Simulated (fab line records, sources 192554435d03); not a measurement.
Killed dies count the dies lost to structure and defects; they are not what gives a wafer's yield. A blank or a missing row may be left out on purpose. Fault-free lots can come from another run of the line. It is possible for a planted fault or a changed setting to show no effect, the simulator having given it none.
Comparing a struck lot with a sound one || flow n5_finfet || 21 steps out of a route of 1938
Sound: wafers L408.1, L408.3, L408.5. Wafers struck: L393.1, L393.4, L393.5. Last of all comes the cause.
Each step with rows lists, per side, the tool, then ch with its chambers, then its first start. Under that, the readings that differ: sound wafers || struck wafers || difference of the means || sigmas: that difference in standard deviations of wafers without a fault.
alike: readings whose means differ by less than 2 such deviations, and words and numbers that are the same on both sides. not compared: withheld readings, readings that some wafer has no value for, bounds like >300 that may hide the same value, and numbers for which the record gives no deviation and whose values overlap.
The two part at a step that has a row with sigmas, a row that says differs or no value, or rows on one side only. When numbers do not overlap yet have no deviation, they are printed without sigmas and do not part them. A reading that every wafer of one side lacks parts them only if that side has two wafers or more.

first, 8 steps without rows for these wafers: N5_BEOL_M13_DESCUM_15 (chemistry O2, time 7.9 s); N5_BEOL_M13_ETCH_59 (etches BARC in N2/H2, target depth 89 nm, overetch 26.7 nm, time 67.9 s); N5_BEOL_M13_VIA_ETCH_16 (etches SiOC in C4F8/O2/Ar, target depth 921.7 nm); N5_BEOL_M13_STRIP_63 (strips in N2/H2); N5_BEOL_M13_STRIP_64 (strips in N2/H2); N5_BEOL_M13_STRIP_71 (strips in post etch residue remover, time 60 s); N5_BEOL_M13_SRD_72 (time 30 s, dry time 30 s); N5_BEOL_M13_COAT_65 (time 60 s, resist thk 350 nm).
N5_BEOL_M13_COAT_66: time 60 s, resist thk 110 nm.
  sound on litho_track-05 ch 0, day 16 10:35; struck on litho_track-01 ch 0, day 12 04:26
{"reading": "spin_speed_rpm (rpm)", "sound": "1498.3 1499.3 1499.7", "struck": "1601.0 1599.6 1600.1", "difference": "+101.1", "sigmas": "+99 or more"}
{"reading": "model.SiARC_of_BEOL_M13_COAT_66.thk_nm (nm)", "sound": "110 110.2 110.6", "struck": "106.6 106.6 106.4", "difference": -3.7, "sigmas": ""}
then, 8 steps without rows for these wafers: N5_BEOL_M13_COAT_22 (resist thk 300 nm); N5_BEOL_M13_EBR_24; N5_BEOL_M13_SOFTBAKE_23 (time 60 s); N5_BEOL_M13_EXPOSE_25 (exposes mask M13, target cd 210 nm); N5_BEOL_M13_PEB_26 (peb time 90 s); N5_BEOL_M13_DEVELOP_27 (develop time 45 s); N5_BEOL_M13_HARDBAKE_32 (time 120 s); N5_BEOL_M13_DESCUM_33 (chemistry O2, time 7.9 s).
N5_BEOL_M13_ETCH_67: etches SiARC in CF4, target depth 143 nm, time 238.3 s.
  sound on rie_diel-02 ch 0,1,3, day 16 10:59; struck on rie_diel-06 ch 0,2,3, day 12 04:51
{"reading": "model.etch.depth_nm (nm)", "sound": "109.9 110.2 110.5", "struck": "106.5 106.6 106.5", "difference": -3.7, "sigmas": ""}
{"reading": "model.coat_of_BEOL_M13_COAT_22.thk_nm (nm)", "sound": "210.6 210.8 210.8", "struck": "212 213.2 213.4", "difference": "+2", "sigmas": ""}
  alike: chamber_pressure_mTorr, drypump_motor_current_A, etch_rf_on_time_s, oes_product_au, rf_vpp_V, showerhead_plenum_p_Torr, throttle_valve_pct
  not compared: rf_hours_counter_h
N5_BEOL_M13_ETCH_68: etches SOC in N2/H2, time 355 s.
  sound on rie_diel-02 ch 0,1,3, day 16 11:08; struck on rie_diel-06 ch 0,2,3, day 12 04:59
{"reading": "model.SiARC_of_BEOL_M13_COAT_66.thk_nm (nm)", "sound": "77.6 77.2 78.4", "struck": "73.2 73.4 72.8", "difference": -4.6, "sigmas": ""}
  alike: chamber_pressure_mTorr, drypump_motor_current_A, n2_flow_sccm, oes_product_au, rf_vpp_V, showerhead_plenum_p_Torr, throttle_valve_pct
  not compared: rf_hours_counter_h
then, 1 step without rows for these wafers: N5_BEOL_M13_STRIP_69 (strips in N2/H2).
N5_PASSIVATION_PROBE_49:
  sound on prober-02 at day 17 21:10; struck on prober-01 at day 13 17:42
  alike: defect_limited_yield, killed_at_M0_to_M3, killed_at_M4_up, killed_at_contacts, killed_at_front_end, killed_at_other, killed_dies, killed_open, killed_short, sort_bin_4_leakage, sort_bin_5_function, sort_bin_6_memory, sort_bin_8_speed, sort_n_pass, sort_yield_pct

== WHERE THEY PART ==
N5_BEOL_M13_COAT_66 only, going by this record. Later steps at which nothing parts them and some readings are alike: N5_BEOL_M13_ETCH_67, N5_BEOL_M13_ETCH_68, N5_PASSIVATION_PROBE_49.

WHY: what had been put in by the simulator
Process parameters drifting: litho_track-01 at N5_BEOL_M13_COAT_66, beginning at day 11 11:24. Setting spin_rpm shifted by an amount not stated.
